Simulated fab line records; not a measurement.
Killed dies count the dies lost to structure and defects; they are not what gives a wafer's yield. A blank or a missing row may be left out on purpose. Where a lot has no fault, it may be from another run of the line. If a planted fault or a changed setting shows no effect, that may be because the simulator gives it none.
Matching of chambers ; flow nand harc ; NHARC_A_CONTACT_DESCUM_13 on rie diel-03 has 4 sister chambers
The step chemistry O2, time 3 s. 18 wafers are shown with their chamber, then 9 later ones without.

## EACH WAFER AND ITS CHAMBER
wafer;chamber;drypump motor current A (A);oes product au (a.u.);rf vpp V (V)
L082.1;1;5.1;1.008;57.0
L082.3;3;5.9;1.005;56.3
L082.4;0;5.9;0.997;56.3
L083.2;2;5.9;0.982;57.4
L083.5;2;5.8;0.994;58.6
L083.6;3;5.9;1.003;57.3
L084.1;2;5.8;0.985;59.2
L084.4;0;5.9;1.004;58.5
L084.6;0;5.9;1.014;57.8
L087.2;0;5.9;1.013;57.4
L087.3;1;5.1;0.992;57.8
L087.6;3;5.9;0.992;56.2
L086.2;0;5.9;1.005;58.4
L086.5;1;5.1;1.005;58.3
L086.6;2;5.9;1.000;56.9
L090.1;1;5.0;0.995;57.4
L090.3;3;5.9;0.984;55.5
L090.5;3;5.9;0.977;57.8

SIGNATURES (averages over the wafers above)
reading;chamber 0;chamber 1;chamber 2;chamber 3;scatter within a chamber
drypump motor current A;5.900;5.075;5.850;5.900;0.0354
oes product au;1.00660;1.00000;0.99025;0.99220;0.0091
rf vpp V;57.680;57.625;58.025;56.620;0.881
Rule: a wafer lies at a distance from a chamber equal to the root of the sum of squares, over the readings, of (its reading less the chamber's mean, divided by the reading's scatter). The wafer belongs to the nearest chamber; if the next one is less than 2 further off, it can't be placed. The scatter: the root of (the sum of the squares of (reading less its chamber's mean) over the shown wafers, divided by (wafers less chambers)).

## WAFERS WITHOUT THEIR CHAMBER
wafer;drypump motor current A (A);oes product au (a.u.);rf vpp V (V)
L088.1;5.9;0.982;57.5
L088.2;5.9;0.998;57.2
L088.4;5.1;0.992;56.7
L089.3;5.1;0.990;56.6
L089.4;5.9;0.997;57.0
L089.6;5.9;1.006;57.2
L092.1;5.1;0.993;55.6
L092.4;5.9;0.995;57.2
L092.5;5.1;0.992;57.9

## EACH ONE'S CHAMBER
wafer;from the rows above;in truth
L088.1;can't be placed: 3 or 2 or 0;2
L088.2;can't be placed: 3 or 0 or 2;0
L088.4;1;1
L089.3;1;1
L089.4;can't be placed: 3 or 0 or 2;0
L089.6;can't be placed: 0 or 3 or 2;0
L092.1;1;1
L092.4;can't be placed: 3 or 0 or 2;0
L092.5;1;1
Placed correctly: 4 of 9. These rows do not allow placing 5 (true chamber among the candidates in 5). Number placed wrongly: 0.
